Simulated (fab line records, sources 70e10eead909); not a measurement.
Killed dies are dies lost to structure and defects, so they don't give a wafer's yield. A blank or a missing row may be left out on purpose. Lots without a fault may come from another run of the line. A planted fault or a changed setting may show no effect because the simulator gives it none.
Chamber matching | flow nand_harc | NHARC_A_M0_PRE_CLEAN_31 on pecvd-04: 3 sister chambers
The step time 12 s. 3 wafers are shown with their chamber, then 7 later ones without.

WAFERS WITH THEIR CHAMBER
wafer  | chamber | heater_power_w (W)
L089.5 | 2       | 763
L092.2 | 1       | 585
L092.4 | 0       | 535

WAFERS WITHOUT THEIR CHAMBER
wafer  | heater_power_w (W)
L092.6 | 592
L095.1 | 525
L095.3 | 752
L095.6 | 627
L093.1 | 566
L093.2 | 569
L093.6 | 570

WHICH CHAMBER EACH WENT THROUGH
wafer  | from the rows above     | in truth
L092.6 | 1                       | 1
L095.1 | 0                       | 0
L095.3 | 2                       | 2
L095.6 | 1                       | 1
L093.1 | can't be placed: 1 or 0 | 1
L093.2 | can't be placed: 1 or 0 | 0
L093.6 | can't be placed: 1 or 0 | 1
Placed correctly: 4 of 7. Can't be placed from these rows: 3 (the true chamber is among the candidates in 3). Placed wrongly: 0.
How it was worked out, from the rows above alone: a wafer's distance from a chamber is the root of the sum, over the readings, of the square of ((its reading less the chamber's mean) divided by the reading's scatter). The wafer belongs to the nearest chamber; if the next one is less than 2 further off, it can't be placed. A chamber's mean is the mean of its shown wafers. The scatter: with one shown wafer a chamber, the root of the mean of the squares of how far each hidden wafer lies from its nearest shown one.
